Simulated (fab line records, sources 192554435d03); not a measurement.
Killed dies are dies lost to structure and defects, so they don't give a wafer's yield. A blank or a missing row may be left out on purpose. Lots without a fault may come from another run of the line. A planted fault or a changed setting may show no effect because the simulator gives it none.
A struck lot beside a sound one | flow n5_finfet | 28 steps out of a route of 1938
Sound: wafers L158.1, L158.2, L158.6. Struck: wafers L165.1, L165.2, L165.3. The cause comes at the end.
At each step with rows: each side's tool, then ch and its chambers, then its first start. Under that, the readings that differ: sound wafers | struck wafers | difference of the means | sigmas: that difference in standard deviations of wafers without a fault.
alike: readings whose means differ by less than 2 such deviations, and words and numbers that are the same on both sides. not compared: withheld readings, readings that some wafer has no value for, bounds like >300 that may hide the same value, and numbers for which the record gives no deviation and whose values overlap.
The two part at a step that has a row with sigmas, a row that says differs or no value, or rows on one side only. Numbers that don't overlap but have no deviation are shown without sigmas and don't part them. A reading that every wafer of one side lacks parts them only if that side has two wafers or more.

first, 8 steps without rows for these wafers: N5_ZERO_LAYER_HMDS_04 (time 60 s); N5_ZERO_LAYER_COAT_05 (resist thk 1000 nm); N5_ZERO_LAYER_EBR_07; N5_ZERO_LAYER_SOFTBAKE_06 (time 90 s); N5_ZERO_LAYER_EXPOSE_08 (exposes mask ZERO, defocus 0 nm, target cd 2000 nm); N5_ZERO_LAYER_PEB_09; N5_ZERO_LAYER_DEVELOP_10 (develop time 60 s); N5_ZERO_LAYER_HARDBAKE_23 (time 120 s).
N5_ZERO_LAYER_CD_MEAS_11: target cd 2000 nm.
  sound on cd_sem-02 ch 0, day 2 06:51; struck on cd_sem-02 ch 0, day 4 00:47
  alike: cd_nm
N5_ZERO_LAYER_DESCUM_16: chemistry O2, time 7.9 s.
  sound on rie_diel-03 ch 0,2, day 2 06:53; struck on rie_diel-06 ch 0,2,3, day 4 00:49
  reading                     | sound          | struck         | difference | sigmas
  drypump_motor_current_A (A) | 6.42 6.06 6.39 | 5.89 5.56 5.30 | -0.71      | -2
  alike: oes_product_au, rf_vpp_V, showerhead_plenum_p_Torr, throttle_valve_pct
  not compared: rf_hours_counter_h
N5_ZERO_LAYER_ETCH_17: etches SiO2 in CF4, target depth 12 nm, time 13.3 s.
  sound on rie_diel-03 ch 0,2, day 2 06:55; struck on rie_diel-06 ch 0,2,3, day 4 00:52
  reading                     | sound          | struck         | difference | sigmas
  drypump_motor_current_A (A) | 6.41 6.06 6.39 | 5.88 5.57 5.37 | -0.68      | -2
  alike: bias_w, oes_product_au, rf_vpp_V, showerhead_plenum_p_Torr, throttle_valve_pct
  not compared: rf_hours_counter_h
N5_ZERO_LAYER_ETCH_18: etches Si in HBr/Cl2, target depth 120 nm, time 40 s.
  sound on rie_si-02 ch 0,1,2, day 2 06:59; struck on rie_si-06 ch 0,1,2, day 4 00:56
  alike: HBr_flow_sccm, bias_w, drypump_motor_current_A, oes_product_au, throttle_valve_pct
  not compared: rf_hours_counter_h
N5_ZERO_LAYER_STRIP_24: strips in O2.
  sound on plasma_asher-01 ch 0,1, day 2 07:09; struck on plasma_asher-01 ch 0,1, day 4 01:02
  alike: drypump_motor_current_A, heater_power_w, oes_product_au, strip_time_to_endpoint_s
  not compared: rf_hours_counter_h
then, 1 step without rows for these wafers: N5_ZERO_LAYER_STRIP_19 (strips in SPM, time 900 s).
N5_ZERO_LAYER_INSPECT_20: inspects for defects (darkfield).
  sound on defect_inspect-02, day 2 07:31; struck on defect_inspect-02, day 4 01:25
  reading          | sound    | struck         | difference | sigmas
  raw_defect_count | 59 81 49 | 1169 1058 1144 | +1061      | +82
then, 8 steps without rows for these wafers: N5_WELL_APT_HMDS_01 (time 60 s); N5_WELL_APT_COAT_02 (resist thk 950 nm); N5_WELL_APT_EBR_04; N5_WELL_APT_SOFTBAKE_03 (time 60 s); N5_WELL_APT_EXPOSE_05 (exposes mask NWELL, defocus 0 nm, target cd 200 nm); N5_WELL_APT_PEB_06 (peb time 90 s); N5_WELL_APT_DEVELOP_07 (develop time 45 s); N5_WELL_APT_HARDBAKE_12 (time 120 s).
N5_WELL_APT_CD_MEAS_08: target cd 200 nm.
  sound on cd_sem-03 ch 0, day 2 07:57; struck on cd_sem-02 ch 0, day 4 01:44
  alike: cd_nm
N5_WELL_APT_OVL_MEAS_09:
  sound on overlay-01 ch 0, day 2 07:59; struck on overlay-02 ch 0, day 4 01:46
  alike: NWELL_OVL
N5_WELL_APT_INSPECT_10: inspects for defects (macro).
  sound on defect_inspect-02, day 2 08:00; struck on defect_inspect-02, day 4 01:47
  reading          | sound | struck         | difference | sigmas
  raw_defect_count | 2 1 1 | >300 >300 >300 | differs    |
N5_WELL_APT_DESCUM_13: chemistry O2, time 7.9 s.
  sound on rie_diel-01 ch 0,1,2, day 2 08:02; struck on rie_diel-01 ch 0,2,3, day 4 01:59
  alike: drypump_motor_current_A, oes_product_au, rf_vpp_V, showerhead_plenum_p_Torr, throttle_valve_pct
  not compared: rf_hours_counter_h
-- the record jumps here: 12 days lie between the struck wafers' starts before and after (it left off in module WELL_APT and takes up again in module PASSIVATION, whose first step shown is number 1936 of the route) --
N5_PASSIVATION_PROBE_49:
  the record has rows for the struck wafers here (prober-01, day 15 17:39) and none for the sound ones

WHERE THEY PART
First at N5_ZERO_LAYER_DESCUM_16; last, within this record, at N5_PASSIVATION_PROBE_49.

WHY: what the simulator had put in
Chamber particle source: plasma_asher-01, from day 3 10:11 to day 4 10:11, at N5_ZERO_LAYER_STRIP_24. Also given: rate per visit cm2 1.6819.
